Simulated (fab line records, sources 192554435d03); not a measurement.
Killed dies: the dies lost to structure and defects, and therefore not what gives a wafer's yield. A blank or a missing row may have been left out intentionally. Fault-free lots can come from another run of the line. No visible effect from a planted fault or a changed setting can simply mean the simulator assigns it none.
Chamber matching || flow n5-finfet || N5_BEOL_M9_CMP_52 on cmp-02 has 4 sister chambers
The step polishes, stops on SiCOH lowk, t overpolish 7 s, target thk 140 nm. 8 wafers are shown with their chamber, then 7 later ones without.

WAFERS PAIRED WITH THEIR CHAMBERS
{"wafer": "L074.5", "chamber": 1, "time-to-endpoint-s (s)": 72, "barrier-field-endpoint-s (s)": 29.6}
{"wafer": "L079.4", "chamber": 1, "time-to-endpoint-s (s)": 72, "barrier-field-endpoint-s (s)": 29.9}
{"wafer": "L079.5", "chamber": 3, "time-to-endpoint-s (s)": 60, "barrier-field-endpoint-s (s)": 28.0}
{"wafer": "L081.2", "chamber": 0, "time-to-endpoint-s (s)": 65, "barrier-field-endpoint-s (s)": 28.4}
{"wafer": "L081.4", "chamber": 2, "time-to-endpoint-s (s)": 69, "barrier-field-endpoint-s (s)": 30.2}
{"wafer": "L081.6", "chamber": 0, "time-to-endpoint-s (s)": 66, "barrier-field-endpoint-s (s)": 28.8}
{"wafer": "L085.1", "chamber": 2, "time-to-endpoint-s (s)": 69, "barrier-field-endpoint-s (s)": 30.5}
{"wafer": "L085.3", "chamber": 3, "time-to-endpoint-s (s)": 62, "barrier-field-endpoint-s (s)": 28.8}

WAFERS WHOSE CHAMBER IS MISSING
{"wafer": "L085.6", "time-to-endpoint-s (s)": 64, "barrier-field-endpoint-s (s)": 29.8}
{"wafer": "L087.1", "time-to-endpoint-s (s)": 69, "barrier-field-endpoint-s (s)": 28.8}
{"wafer": "L087.4", "time-to-endpoint-s (s)": 74, "barrier-field-endpoint-s (s)": 29.9}
{"wafer": "L087.6", "time-to-endpoint-s (s)": 70, "barrier-field-endpoint-s (s)": 29.7}
{"wafer": "L096.3", "time-to-endpoint-s (s)": 71, "barrier-field-endpoint-s (s)": 29.6}
{"wafer": "L096.5", "time-to-endpoint-s (s)": 65, "barrier-field-endpoint-s (s)": 28.9}
{"wafer": "L096.6", "time-to-endpoint-s (s)": 63, "barrier-field-endpoint-s (s)": 29.2}

EACH ONE'S CHAMBER
{"wafer": "L085.6", "from the rows above": "can't be placed: 0 or 3", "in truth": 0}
{"wafer": "L087.1", "from the rows above": "can't be placed: 2 or 0 or 1", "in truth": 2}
{"wafer": "L087.4", "from the rows above": 1, "in truth": 1}
{"wafer": "L087.6", "from the rows above": "can't be placed: 2 or 1", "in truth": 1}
{"wafer": "L096.3", "from the rows above": "can't be placed: 1 or 2", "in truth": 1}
{"wafer": "L096.5", "from the rows above": 0, "in truth": 0}
{"wafer": "L096.6", "from the rows above": "can't be placed: 3 or 0", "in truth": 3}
Placed correctly: 2 of 7. Cannot be placed on the basis of these rows: 5; the candidates contain the true chamber in 5. Number placed wrongly: 0.
How it was worked out, from the rows above alone: a wafer's distance from a chamber is the root of the sum, over the readings, of the square of ((its reading less the chamber's mean) divided by the reading's scatter). The wafer belongs to the nearest chamber; if the next one is less than 2 further off, it can't be placed. For every chamber, the mean is computed from those of its wafers that are shown. The scatter: take each reading less its chamber's mean, square it, sum over the shown wafers, divide by the number of wafers less the number of chambers, and take the root.
